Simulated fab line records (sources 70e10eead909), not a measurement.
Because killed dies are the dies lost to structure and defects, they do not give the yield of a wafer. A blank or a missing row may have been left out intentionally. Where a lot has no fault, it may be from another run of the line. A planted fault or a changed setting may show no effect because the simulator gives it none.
fab line records    flow nandHarc
record: lots: 7  wafers: 19  lastDay: 32
route steps=1302 shown A_BLC@1133 A_M0@1137 END@1302
lots untouched by any fault: they come from a run of this same line in which no faults occurred
startH: the number of hours between the record's first day and the start of the first shown wafer of the lot    waitH: hours from the lot's prior step to this one    " identical to the entry in the row above    L1.1+2: one row covering several wafers at once    - no value, or no start given    * or withheld: withheld    < > ~ a bound
route shown NAME@n: names a module that has steps shown in the file, with the first one's number in the route    usual: mean and standard deviation over wafers with no fault    same: alike in all rows    chamber/n: place in a boat    sites: each site's reading    _std_site: their standard deviation    _edge_site: inner sites' mean taken away from outer sites' mean    radiusMm: for every site, how far away it sits from the centre of the wafer    mask NAME#n: copy n    behind: tool/chamber where the wafer was last shaped    hold: the reason the lot was held/the length of the hold in hours/how it ended    device: which transistor (n, p or np) failed to switch    end of line: tests of these same wafers at the route's end    for a step that has no rows: nothing shown but its recipe    killed: count of dies lost to structure and defects at first sort (not the wafer's yield)    map: per-die view of a wafer (x killed, . not killed, _ where there is no die)
set.NAME: the run value of the setting; set.NAME@STEP: its run value at that earlier step    model.NAME: the simulator's own value behind a step, which no gauge read
certain route steps with their lots: each step a table, each wafer a row
services: a tool's chamber out of use, with start hour (startH, from the record's first day; less than 0 if before it), hours out, and reason
== steps ==
step: NHARC_A_BLC_CMP_25
recipe: tOverpolishS: 30  targetThkNm: 150
usual: motorCurrentA: 12.1/1.6  overpolishRunS: 30.001/0.0093  timeToEndpointS: 31.2/2.6
lot.wafer  tool    chamber  startH  waitH  motorCurrentA  overpolishRunS  timeToEndpointS
L550.4     cmp-02  1        549.55  0.3    12.2           30.016          34.7
L550.1     "       2        "       "      11.6           29.994          33.4
L550.5     "       1        "       "      12.0           30.003          31.6
L552.4     cmp-04  1        557.86  0.3    11.5           30.006          30.0
L552.5     "       0        "       "      8.5            29.984          27.7
L552.6     "       1        "       "      11.9           30.000          30.6
L557.3     cmp-04  2        641.58  0.2    11.2           29.997          32.7
L557.1     "       3        "       "      12.1           29.997          33.7
L557.4     "       1        "       "      11.7           29.996          35.7
L558.1     cmp-02  0        650.05  0.5    12.1           29.991          28.7
L558.2     "       1        "       "      12.3           30.000          31.9
L558.6     "       1        "       "      11.9           30.015          35.6
L560.2     cmp-03  0        666.88  0.4    14.8           29.993          28.5
L567.3     cmp-02  2        721.14  0.4    10.6           30.011          33.2
L567.5     "       3        "       "      14.1           30.028          30.7
L567.6     "       0        "       "      12.0           29.987          33.9
L569.1     cmp-02  3        729.90  0.5    13.9           30.004          32.9
L569.6     "       3        "       "      14.0           30.002          31.9
L569.5     "       0        "       "      12.5           29.999          29.6
step: NHARC_A_BLC_SRD_27
step: NHARC_A_BLC_INSPECT_28
usual: rawDefectCount: 548/140
lot.wafer  tool              chamber  startH  waitH  rawDefectCount
L550.1     defectInspect-01  -        549.93  0.1    898
L550.4     "                 -        "       "      669
L550.5     "                 -        "       "      670
L552.4     defectInspect-01  -        558.24  0.1    385
L552.5     "                 -        "       "      434
L552.6     "                 -        "       "      530
L557.1     defectInspect-02  -        641.99  0.1    843
L557.3     "                 -        "       "      618
L557.4     "                 -        "       "      627
L558.1     defectInspect-02  -        650.45  0.1    806
L558.2     "                 -        "       "      588
L558.6     "                 -        "       "      608
L560.2     defectInspect-01  -        667.23  0.1    539
L567.3     defectInspect-02  -        721.47  0.1    436
L567.5     "                 -        "       "      432
L567.6     "                 -        "       "      473
L569.1     defectInspect-01  -        730.31  0.1    622
L569.5     "                 -        "       "      614
L569.6     "                 -        "       "      657
step: NHARC_A_M0_DEP_00
recipe: targetThkA: 1500  targetThkNm: 150  tempC: withheld  pressureTorr: 5  flowSccm: 200  rfW: 600  material: SiOC
step: NHARC_A_M0_DEHYDRATE_01
recipe: tempC: 150  timeS: 120
step: NHARC_A_M0_HMDS_02
recipe: timeS: 30
step: NHARC_A_M0_COAT_33
recipe: tempC: 200  timeS: 65
step: NHARC_A_M0_COAT_03
recipe: spinRpm: 1500  resistThkNm: 90
step: NHARC_A_M0_SOFTBAKE_04
recipe: tempC: 105  timeS: 55
step: NHARC_A_M0_EBR_05
step: NHARC_A_M0_EXPOSE_06
recipe: na: 1.35  targetCdNm: 80  doseMj: 83.25  maskId: A_M0
step: NHARC_A_M0_PEB_07
recipe: pebTempC: 100  pebTimeS: 65
usual: exhaustPa: 44.7/0.79
lot.wafer  tool           chamber  startH  waitH  exhaustPa
L550.1     lithoTrack-04  0        550.76  0.1    44.8
L550.4     "              0        "       "      44.1
L550.5     "              0        "       "      44.5
L552.4     lithoTrack-01  0        559.06  0.0    45.7
L552.5     "              0        "       "      44.9
L552.6     "              0        "       "      45.4
L557.1     lithoTrack-04  0        642.81  0.1    44.0
L557.3     "              0        "       "      43.6
L557.4     "              0        "       "      45.0
L558.1     lithoTrack-04  0        651.30  0.1    44.9
L558.2     "              0        "       "      44.1
L558.6     "              0        "       "      44.4
L560.2     lithoTrack-04  0        668.06  0.1    43.7
L567.3     lithoTrack-01  0        722.42  0.0    43.9
L567.5     "              0        "       "      44.3
L567.6     "              0        "       "      45.3
L569.1     lithoTrack-06  0        731.13  0.1    44.5
L569.5     "              0        "       "      44.4
L569.6     "              0        "       "      43.6
step: NHARC_A_M0_DEVELOP_08
recipe: developTimeS: 35  devTempC: 23
step: NHARC_A_M0_CD_MEAS_09
recipe: targetCdNm: 80  landingEnergyEv: 500
usual: cdNm: 80.4/0.78
lot.wafer  tool      chamber  startH  waitH  hold                     cdNm
L550.1     cdSem-02  0        550.84  -      -                        81.6
L550.4     "         0        "       "      -                        80.8
L550.5     "         0        "       "      -                        81.2
L552.4     cdSem-02  0        559.14  -      -                        79.3
L552.5     "         0        "       "      -                        79.9
L552.6     "         0        "       "      -                        79.5
L557.1     cdSem-03  0        642.90  -      awaitDispo/0.2h/release  81.4
L557.3     "         0        "       "      awaitDispo/0.2h/release  81.0
L557.4     "         0        "       "      awaitDispo/0.2h/release  86.2
L557.1     cdSem-03  0        -       -      -                        81.7
L557.3     "         0        "       "      -                        81.0
L557.4     "         0        "       "      -                        85.9
L558.1     cdSem-02  0        651.38  -      awaitDispo/0.2h/release  81.0
L558.2     "         0        "       "      awaitDispo/0.2h/release  84.1
L558.6     "         0        "       "      awaitDispo/0.2h/release  79.8
L558.1     cdSem-02  0        -       -      -                        80.8
L558.2     "         0        "       "      -                        84.4
L558.6     "         0        "       "      -                        80.0
L560.2     cdSem-02  0        668.14  -      awaitDispo/0.2h/release  83.8
L560.2     cdSem-02  0        -       -      -                        83.6
L567.3     cdSem-03  0        722.51  -      -                        79.9
L567.5     "         0        "       "      -                        81.2
L567.6     "         0        "       "      -                        81.0
L569.1     cdSem-03  0        731.21  -      -                        78.8
L569.5     "         0        "       "      -                        79.0
L569.6     "         0        "       "      -                        80.8
step: NHARC_A_M0_OVL_MEAS_10
recipe: pitchNm: 160
usual: overlayXNm: 0.0/0.51  overlayYNm: 0.0/0.76
lot.wafer  tool        chamber  startH  waitH  hold                     overlayXNm  overlayYNm
L550.1     overlay-01  -        550.93  -      -                        -0.7        0.4
L550.4     "           -        "       "      -                        -0.7        0.4
L550.5     "           -        "       "      -                        -0.4        0.4
L552.4     overlay-02  -        559.22  -      -                        0.2         0.1
L552.5     "           -        "       "      -                        0.2         0.3
L552.6     "           -        "       "      -                        -0.3        0.7
L557.1     overlay-01  -        646.36  -      awaitDispo/3.2h/release  0.7         0.2
L557.3     "           -        "       "      awaitDispo/3.2h/release  0.5         -0.1
L557.4     "           -        "       "      awaitDispo/3.2h/release  1.0         -0.2
L558.1     overlay-01  -        654.37  -      awaitDispo/2.7h/release  0.9         -0.9
L558.2     "           -        "       "      awaitDispo/2.7h/release  0.2         -0.8
L558.6     "           -        "       "      awaitDispo/2.7h/release  0.3         -1.3
L560.2     overlay-02  -        672.10  -      awaitDispo/3.7h/release  -0.4        1.0
L567.3     overlay-01  -        722.59  -      -                        -0.9        0.2
L567.5     "           -        "       "      -                        -0.7        0.3
L567.6     "           -        "       "      -                        -1.0        0.4
L569.1     overlay-02  -        731.30  -      -                        0.9         -0.7
L569.5     "           -        "       "      -                        0.8         -1.2
L569.6     "           -        "       "      -                        0.6         -1.0
step: NHARC_A_M0_INSPECT_11
usual: rawDefectCount: 88/48
lot.wafer  tool              chamber  startH  waitH  rawDefectCount
L550.1     defectInspect-01  -        550.96  0.0    126
L550.4     "                 -        "       "      163
L550.5     "                 -        "       "      143
L552.4     defectInspect-01  -        559.26  0.0    95
L552.5     "                 -        "       "      89
L552.6     "                 -        "       "      87
L557.1     defectInspect-01  -        646.40  0.0    96
L557.3     "                 -        "       "      103
L557.4     "                 -        "       "      96
L558.1     defectInspect-01  -        654.41  0.0    116
L558.2     "                 -        "       "      104
L558.6     "                 -        "       "      113
L560.2     defectInspect-02  -        672.14  0.0    141
L567.3     defectInspect-02  -        722.63  0.0    129
L567.5     "                 -        "       "      114
L567.6     "                 -        "       "      145
L569.1     defectInspect-02  -        731.34  0.0    67
L569.5     "                 -        "       "      63
L569.6     "                 -        "       "      58
step: NHARC_A_M0_DESCUM_14
recipe: timeS: 3  o2FlowSccm: 200  arFlowSccm: 0  biasPowerW: 0  chemistry: O2
usual: chamberPressureMTorr: 60.00/0.056  drypumpMotorCurrentA: 5.6/0.38  oesProductAu: 0.999/0.014  rfVppV: 57.8/0.82  showerheadPlenumPTorr: 1.94/0.069  throttleValvePct: 11.311/0.0088
lot.wafer  tool        chamber  startH  waitH  chamberPressureMTorr  drypumpMotorCurrentA  oesProductAu  rfHoursCounterH  rfVppV  showerheadPlenumPTorr  throttleValvePct  model.A_M0.cdNm
L550.1     rieDiel-06  2        551.03  0.1    59.93                 5.8                   1.002         0.5              57.0    1.86                   11.307            81.9
L550.4     "           1        "       "      59.95                 5.9                   0.999         -                59.2    1.98                   11.304            81.19
L550.5     "           3        "       "      60.03                 5.4                   0.992         -                57.1    1.96                   11.304            80.97
L552.4     rieDiel-05  0        559.33  0.1    60.01                 6.2                   0.983         6.0              58.2    2.00                   11.316            80.23
L552.6     "           3        "       "      60.03                 5.3                   1.006         -                57.5    1.89                   11.310            80.17
L552.5     "           0        "       "      59.99                 6.1                   0.982         -                58.3    2.00                   11.304            80.37
L557.1     rieDiel-04  0        646.46  0.1    59.99                 5.7                   0.987         5.0              56.4    1.82                   11.321            82.07
L557.3     "           1        "       "      59.97                 6.0                   1.018         3.8              57.8    1.89                   11.311            81.24
L557.4     "           3        "       "      60.00                 6.1                   1.016         5.7              56.9    1.88                   11.312            86.64
L558.1     rieDiel-04  1        654.47  0.1    59.94                 5.9                   1.010         4.0              57.5    1.89                   11.316            81.4
L558.2     "           3        "       "      59.99                 6.2                   1.020         5.9              58.0    1.88                   11.315            84.69
L558.6     "           2        "       "      60.06                 5.2                   0.992         -                58.8    1.94                   11.299            79.54
L560.2     rieDiel-05  3        672.20  0.1    60.07                 5.3                   1.009         3.4              57.8    1.89                   11.296            84.57
L567.3     rieDiel-05  3        722.70  0.1    60.04                 5.3                   1.017         6.4              58.3    1.89                   11.303            80.69
L567.6     "           2        "       "      60.02                 5.2                   0.998         -                58.3    2.03                   11.319            80.83
L567.5     "           3        "       "      59.99                 5.3                   1.018         -                58.6    1.89                   11.305            81.43
L569.1     rieDiel-05  0        731.42  0.1    59.97                 6.2                   0.994         6.9              56.5    2.00                   11.315            79.29
L569.6     "           1        "       "      60.01                 5.3                   0.994         -                59.8    2.03                   11.310            80.38
L569.5     "           2        "       "      60.13                 5.2                   0.988         -                58.2    2.03                   11.303            78.31
step: NHARC_A_M0_ETCH_34
recipe: targetDepthA: 400  overetchA: 120  timeS: 43.94  ionEnergyEv: 200  n2FlowSccm: 150  h2FlowSccm: 150  arFlowSccm: 0  rfW: 400  biasW: 150  chemistry: N2/H2
usual: chamberPressureMTorr: 29.993/0.027  drypumpMotorCurrentA: 5.6/0.39  oesProductAu: 1.000/0.015  rfVppV: 431.3/2.1  showerheadPlenumPTorr: 2.06/0.075  throttleValvePct: 14.172/0.0097
lot.wafer  tool        chamber  startH  waitH  chamberPressureMTorr  drypumpMotorCurrentA  oesProductAu  rfHoursCounterH  rfVppV  showerheadPlenumPTorr  throttleValvePct
L550.1     rieDiel-06  1        551.13  0.1    29.987                6.0                   1.004         2.1              431.2   2.11                   14.173
L550.5     "           2        "       "      29.993                5.8                   1.013         -                429.9   1.98                   14.164
L550.4     "           3        "       "      29.978                5.4                   0.991         -                433.7   2.09                   14.179
L552.4     rieDiel-05  3        559.41  0.1    30.020                5.3                   1.004         7.4              428.6   2.02                   14.169
L552.6     "           3        "       "      29.977                5.3                   1.007         -                429.8   2.02                   14.157
L552.5     "           0        "       "      29.925                6.2                   0.974         -                433.7   2.14                   14.167
L557.1     rieDiel-04  0        646.54  0.1    29.966                5.7                   0.984         5.0              427.9   1.94                   14.174
L557.3     "           2        "       "      30.006                5.2                   0.990         4.5              430.9   2.07                   14.178
L557.4     "           3        "       "      29.993                6.2                   1.026         5.7              429.9   2.00                   14.179
L558.2     rieDiel-04  2        654.56  0.1    29.987                5.2                   0.993         4.6              431.7   2.07                   14.169
L558.1     "           3        "       "      29.980                6.3                   1.022         5.9              429.5   2.00                   14.175
L558.6     "           3        "       "      29.950                6.3                   1.027         -                429.6   2.00                   14.161
L560.2     rieDiel-05  2        672.29  0.1    30.003                5.2                   0.993         3.3              433.2   2.17                   14.173
L567.3     rieDiel-05  1        722.78  0.1    29.969                5.3                   0.980         6.1              433.8   2.17                   14.160
L567.6     "           0        "       "      29.979                6.2                   0.980         -                432.5   2.14                   14.202
L567.5     "           1        "       "      29.969                5.3                   0.984         -                433.2   2.17                   14.184
L569.1     rieDiel-05  1        731.49  0.1    30.010                5.3                   0.998         7.0              433.5   2.17                   14.177
L569.5     "           0        "       "      29.938                6.2                   0.989         -                432.5   2.14                   14.159
L569.6     "           1        "       "      29.963                5.3                   0.987         -                433.7   2.17                   14.191
step: NHARC_A_M0_ETCH_15
recipe: targetDepthA: 1500  overetchA: 150  timeS: 82.5  c4f8FlowSccm: withheld  arFlowSccm: 400  rfW: 600  biasW: 300  chemistry: C4F8/Ar
usual: chamberPressureMTorr: 24.999/0.023  oesProductAu: 0.942/0.023  rfVppV: 441.4/2.1
lot.wafer  tool        chamber  startH  waitH  chamberPressureMTorr  oesProductAu  rfHoursCounterH  rfVppV  model.A_M0.cdNm
L550.1     rieDiel-06  3        -       -      24.965                0.913         0.4              441.9   81.38
L550.5     "           1        "       "      24.981                0.954         -                443.2   80.53
L550.4     "           3        "       "      25.033                0.916         -                441.3   80.2
L552.4     rieDiel-05  0        -       -      25.001                0.906         6.0              443.0   79.22
L552.5     "           1        "       "      25.011                0.928         -                444.9   80.68
L552.6     "           2        "       "      24.988                0.925         -                443.9   79.02
L557.4     rieDiel-04  0        -       -      25.008                0.895         5.1              438.4   86.78
L557.1     "           1        "       "      25.007                0.939         3.8              440.4   82.25
L557.3     "           2        "       "      25.015                0.921         4.5              440.9   81.51
L558.2     rieDiel-04  2        -       -      24.997                0.925         4.7              440.8   84.64
L558.1     "           0        "       "      25.023                0.908         5.2              439.1   81.58
L558.6     "           2        "       "      25.014                0.934         -                442.1   79.72
L560.2     rieDiel-05  3        -       -      24.986                0.933         3.5              439.6   84.58
L567.3     rieDiel-05  3        -       -      24.983                0.934         6.4              440.0   80.62
L567.5     "           0        "       "      24.961                0.912         -                443.9   81.25
L567.6     "           1        "       "      25.005                0.921         -                443.1   80.36
L569.1     rieDiel-05  1        -       -      25.002                0.936         7.0              443.5   79.45
L569.5     "           3        "       "      24.981                0.932         -                440.2   77.8
L569.6     "           0        "       "      24.998                0.914         -                442.4   80.34
step: NHARC_A_M0_CD_MEAS_16
usual: cdNm: 80.6/1.1
lot.wafer  tool      chamber  startH  waitH  hold                     cdNm
L550.1     cdSem-01  -        551.37  -      -                        80.9
L550.4     "         -        "       "      -                        80.3
L550.5     "         -        "       "      -                        80.6
L552.4     cdSem-02  -        559.63  -      -                        79.4
L552.5     "         -        "       "      -                        80.6
L552.6     "         -        "       "      -                        79.2
L557.1     cdSem-02  -        646.76  -      awaitDispo/0.2h/release  82.2
L557.3     "         -        "       "      awaitDispo/0.2h/release  81.5
L557.4     "         -        "       "      awaitDispo/0.2h/release  87.0
L557.1     cdSem-02  -        646.94  0.2    -                        82.5
L557.3     "         -        "       "      -                        81.6
L557.4     "         -        "       "      -                        86.8
L558.1     cdSem-03  -        654.77  -      awaitDispo/0.2h/release  81.9
L558.2     "         -        "       "      awaitDispo/0.2h/release  84.5
L558.6     "         -        "       "      awaitDispo/0.2h/release  79.7
L558.1     cdSem-03  -        654.95  0.2    -                        81.7
L558.2     "         -        "       "      -                        84.9
L558.6     "         -        "       "      -                        79.6
L560.2     cdSem-01  -        672.50  -      -                        84.5
L567.3     cdSem-02  -        722.99  -      -                        80.7
L567.5     "         -        "       "      -                        81.0
L567.6     "         -        "       "      -                        80.3
L569.1     cdSem-02  -        731.70  -      -                        79.2
L569.5     "         -        "       "      -                        78.0
L569.6     "         -        "       "      -                        80.4
step: NHARC_END_SORT_01
recipe: tempC: 25
usual: defectLimitedYield: 90/3.8  killedAtArray: 61/26  killedAtOther: 0.8/1.1  killedAtPeriphery: 4.0/2.6  killedDies: 66/26  killedOpen: 3.1/1.7  killedShort: 2.5/1.5
same: grossDies: 677
lot.wafer  tool       chamber  startH  waitH  defectLimitedYield[%]  killedAtArray  killedAtOther  killedAtPeriphery  killedDies  killedOpen  killedShort
L550.1     prober-02  0        591.15  2.5    87                     86             0              4                  90          1           4
L550.4     prober-02  0        593.51  3.4    83                     112            0              5                  117         5           3
L550.5     prober-02  0        594.30  3.6    87                     89             1              1                  91          2           2
L552.4     prober-01  0        601.69  3.4    90                     68             0              1                  69          2           2
L552.5     prober-01  0        602.49  3.7    90                     59             3              3                  65          0           4
L552.6     prober-01  0        603.29  4.0    91                     62             0              2                  64          2           2
L557.1     prober-02  0        696.93  2.5    89                     67             3              2                  72          2           1
L557.3     prober-02  0        698.58  3.1    87                     75             1              9                  85          6           2
L557.4     prober-02  0        699.40  3.5    91                     58             2              4                  64          2           3
L560.2     prober-02  0        711.41  2.8    84                     100            1              5                  106         1           1
L558.1     prober-02  0        718.39  2.5    91                     62             0              1                  63          2           2
L558.2     prober-02  0        719.19  2.8    90                     63             0              5                  68          5           4
L558.6     prober-02  0        722.38  4.0    91                     60             0              2                  62          1           3
L567.3     prober-01  0        764.51  3.1    86                     91             0              6                  97          1           5
L567.5     prober-01  0        766.13  3.7    89                     73             0              1                  74          3           1
L567.6     prober-01  0        766.94  4.0    86                     89             1              6                  96          2           2
L569.1     prober-02  0        771.59  2.5    91                     57             0              2                  59          5           3
L569.5     prober-02  0        774.82  3.7    93                     48             0              2                  50          3           1
L569.6     prober-02  0        775.63  4.0    92                     51             0              3                  54          2           2
killed by level:class
L550.1 A_SLIT:chamberFilmFlake=29 A_CHANNEL_HOLE_D2:chamberFilmFlake=25 A_CHANNEL_HOLE_D1:chamberFilmFlake=19 A_CONTACT:chamberFilmFlake=4 A_STAIRCASE:chamberFilmFlake=3 P_GATE:chamberFilmFlake=2 P_STI:geometricParticle:short=1 A_CHANNEL_FILL_D1:geometricParticle:short=1
L550.4 A_CHANNEL_HOLE_D1:chamberFilmFlake=41 A_CHANNEL_HOLE_D2:chamberFilmFlake=31 A_SLIT:chamberFilmFlake=28 P_GATE:chamberFilmFlake=3 A_CONTACT:chamberFilmFlake=3 A_STAIRCASE:chamberFilmFlake=2 P_GATE:geometricParticle:open=1 P_M1:geometricParticle:open=1
L550.5 A_CHANNEL_HOLE_D1:chamberFilmFlake=31 A_CHANNEL_HOLE_D2:chamberFilmFlake=24 A_SLIT:chamberFilmFlake=24 A_CONTACT:chamberFilmFlake=4 P_CONTACT:geometricParticle:open=1 A_ONON_D1:geometricParticle:short=1 A_CHANNEL_FILL_D2:geometricParticle:open=1 A_WL_FILL:geometricParticle:short=1
L552.4 A_CHANNEL_HOLE_D1:chamberFilmFlake=31 A_STAIRCASE:chamberFilmFlake=12 A_CHANNEL_HOLE_D2:chamberFilmFlake=11 A_CHANNEL_FILL_D1:chamberFilmFlake=9 A_CHANNEL_FILL_D1:geometricParticle:short=1 A_WL_FILL:geometricParticle:short=1 A_BLC:geometricParticle:open=1 A_M1:geometricParticle:open=1
L552.5 A_CHANNEL_HOLE_D1:chamberFilmFlake=34 A_CHANNEL_HOLE_D2:chamberFilmFlake=8 A_STAIRCASE:chamberFilmFlake=7 HYBRID_BOND:chamberFilmFlake=3 A_CHANNEL_FILL_D1:chamberFilmFlake=2 A_WL_FILL:chamberFilmFlake=2 A_CHANNEL_FILL_D1:geometricParticle:short=1 A_ONON_D2:geometricParticle:short=1
L552.6 A_CHANNEL_HOLE_D1:chamberFilmFlake=27 A_STAIRCASE:chamberFilmFlake=16 A_CHANNEL_HOLE_D2:chamberFilmFlake=13 A_CONTACT:chamberFilmFlake=2 P_CONTACT:geometricParticle:short=1 A_CHANNEL_HOLE_D1:geometricParticle:open=1 A_SGD_CUT:geometricParticle:short=1 A_WL_FILL:geometricParticle:open=1
L557.1 A_SLIT:chamberFilmFlake=33 A_CONTACT:chamberFilmFlake=13 A_CHANNEL_HOLE_D2:chamberFilmFlake=8 A_CHANNEL_HOLE_D1:chamberFilmFlake=6 THIN_TSV:chamberFilmFlake=3 P_GATE:chamberFilmFlake=2 A_CHANNEL_FILL_D2:chamberFilmFlake=2 A_ONON_D1:geometricParticle:short=1
L557.3 A_SLIT:chamberFilmFlake=29 A_CONTACT:chamberFilmFlake=16 A_CHANNEL_HOLE_D1:chamberFilmFlake=10 A_CHANNEL_HOLE_D2:chamberFilmFlake=10 P_GATE:chamberFilmFlake=6 A_CHANNEL_FILL_D1:geometricParticle:open=2 A_STAIRCASE:chamberFilmFlake=2 P_GATE:geometricParticle:open=1
L557.4 A_SLIT:chamberFilmFlake=29 A_CHANNEL_HOLE_D2:chamberFilmFlake=12 A_CONTACT:chamberFilmFlake=5 P_GATE:chamberFilmFlake=3 A_CHANNEL_FILL_D2:chamberFilmFlake=3 A_WL_FILL:geometricParticle:short=2 A_CHANNEL_HOLE_D1:chamberFilmFlake=2 P_BONDPAD:geometricParticle:open=1
L560.2 A_SLIT:chamberFilmFlake=41 A_CHANNEL_HOLE_D1:chamberFilmFlake=27 A_CHANNEL_HOLE_D2:chamberFilmFlake=17 P_M0:chamberFilmFlake=5 A_SGD_CUT:chamberFilmFlake=5 A_CONTACT:chamberFilmFlake=4 A_CHANNEL_FILL_D1:chamberFilmFlake=2 A_DECK1_JOINT:geometricParticle:open=1
L558.1 A_SLIT:chamberFilmFlake=31 A_CHANNEL_HOLE_D2:chamberFilmFlake=12 A_CHANNEL_HOLE_D1:chamberFilmFlake=6 A_CONTACT:chamberFilmFlake=5 A_ONON_D1:geometricParticle:short=1 A_CHANNEL_HOLE_D1:geometricParticle:short=1 A_DECK1_JOINT:geometricParticle:open=1 A_SLIT:geometricParticle:open=1
L558.2 A_SLIT:chamberFilmFlake=28 A_CONTACT:chamberFilmFlake=9 A_CHANNEL_HOLE_D2:chamberFilmFlake=7 A_CHANNEL_HOLE_D1:chamberFilmFlake=6 A_CHANNEL_FILL_D2:chamberFilmFlake=2 A_STAIRCASE:chamberFilmFlake=2 A_SGD_CUT:chamberFilmFlake=2 P_GATE:geometricParticle:short=1
L558.6 A_SLIT:chamberFilmFlake=28 A_CHANNEL_HOLE_D2:chamberFilmFlake=9 A_CONTACT:chamberFilmFlake=6 A_STAIRCASE:chamberFilmFlake=5 A_CHANNEL_HOLE_D1:chamberFilmFlake=4 A_SGD_CUT:chamberFilmFlake=3 A_CHANNEL_FILL_D2:chamberFilmFlake=2 P_M0:geometricParticle:short=1
L567.3 A_CHANNEL_HOLE_D2:chamberFilmFlake=32 A_SLIT:chamberFilmFlake=27 A_CHANNEL_HOLE_D1:chamberFilmFlake=12 A_CONTACT:chamberFilmFlake=9 P_STI:chamberFilmFlake=3 A_WL_FILL:chamberFilmFlake=3 A_STAIRCASE:chamberFilmFlake=2 P_M0:geometricParticle:short=1
L567.5 A_SLIT:chamberFilmFlake=21 A_CHANNEL_HOLE_D2:chamberFilmFlake=20 A_CHANNEL_HOLE_D1:chamberFilmFlake=18 A_STAIRCASE:chamberFilmFlake=3 A_WL_FILL:chamberFilmFlake=2 A_CONTACT:chamberFilmFlake=2 A_M0:chamberFilmFlake=2 P_M2:geometricParticle:open=1
L567.6 A_SLIT:chamberFilmFlake=30 A_CHANNEL_HOLE_D2:chamberFilmFlake=23 A_CHANNEL_HOLE_D1:chamberFilmFlake=15 A_CONTACT:chamberFilmFlake=13 P_ZERO_WELL:chamberFilmFlake=2 A_WL_FILL:chamberFilmFlake=2 P_GATE:geometricParticle:open=1 P_M0:geometricParticle:open=1
L569.1 A_CHANNEL_HOLE_D2:chamberFilmFlake=28 A_SLIT:chamberFilmFlake=9 A_CHANNEL_HOLE_D1:chamberFilmFlake=6 A_STAIRCASE:chamberFilmFlake=3 A_CONTACT:chamberFilmFlake=2 A_SOURCE_PLATE:geometricParticle:short=1 A_SOURCE_PLATE:geometricParticle:open=1 A_ONON_D1:geometricParticle:open=1
L569.5 A_CHANNEL_HOLE_D2:chamberFilmFlake=30 A_SLIT:chamberFilmFlake=8 A_CHANNEL_HOLE_D1:chamberFilmFlake=2 A_CONTACT:chamberFilmFlake=2 A_SOURCE_PLATE:geometricParticle:open=1 A_ONON_D1:geometricParticle:open=1 A_CHANNEL_HOLE_D1:geometricParticle:open=1 A_DECK1_JOINT:geometricParticle:short=1
L569.6 A_CHANNEL_HOLE_D2:chamberFilmFlake=33 A_CHANNEL_HOLE_D1:chamberFilmFlake=5 A_SLIT:chamberFilmFlake=4 A_BLC:geometricParticle:open=2 P_GATE:chamberFilmFlake=2 A_STAIRCASE:chamberFilmFlake=2 A_CONTACT:chamberFilmFlake=2 A_CHANNEL_HOLE_D1:geometricParticle:short=1
== services ==
tool           chamber  startH  hours  kind
rieDiel-06     3        526.54  23.5   repair
cmp-02         -        526.66  4.0    pm
rieDiel-04     -        531.93  9.0    pm
rieDiel-06     2        532.32  9.6    repair
rieDiel-06     0        549.14  9.2    repair
lithoTrack-04  -        553.00  7.0    pm
rieDiel-06     2        553.34  5.1    repair
cmp-04         -        553.94  3.1    repair
rieDiel-06     0        571.40  1.4    repair
cmp-04         -        573.63  1.1    repair
cmp-04         -        574.76  26.8   repair
rieDiel-06     -        575.32  0.7    repair
rieDiel-04     2        581.62  3.1    repair
rieDiel-06     3        583.37  4.8    repair
rieDiel-05     -        583.60  9.0    pm
cmp-02         -        624.67  4.0    pm
rieDiel-06     -        661.20  9.0    pm
cmp-02         -        674.31  4.2    repair
lithoTrack-01  -        680.01  7.0    pm
rieDiel-06     -        691.62  0.2    repair
rieDiel-06     -        695.71  0.8    repair
rieDiel-04     -        708.93  9.0    pm
cmp-02         -        722.67  4.0    pm
lithoTrack-04  -        728.00  7.0    pm
== key ==
firstSign: step: NHARC_A_M0_CD_MEAS_09  reading: visit  direction: added
effect: step: NHARC_A_M0_CD_MEAS_09  reading: cdNm  direction: up  sigmas: 5.5  usual: 80.4  struck: 84.7
effect: step: NHARC_A_M0_CD_MEAS_16  reading: visit  direction: added
modelEffect: step: NHARC_A_M0_DESCUM_14  value: A_M0.cdNm  without: 81.14  struck: 85.3
modelEffect: step: NHARC_A_M0_ETCH_15  value: A_M0.cdNm  without: 81.19  struck: 85.33
metAt NHARC_A_M0_PEB_07
struckWafers L557.4,L558.2,L560.2
onsetBetween 550.76 642.81
fault: kind: processParameterDrift  tool: lithoTrack-04  chamber: -  onsetH: 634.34  steps: NHARC_A_M0_PEB_07  channel: pebTimeS  offset: *  shape: step  endH: 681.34  scope: struckWafersOnly  actsIn: *  stated: *
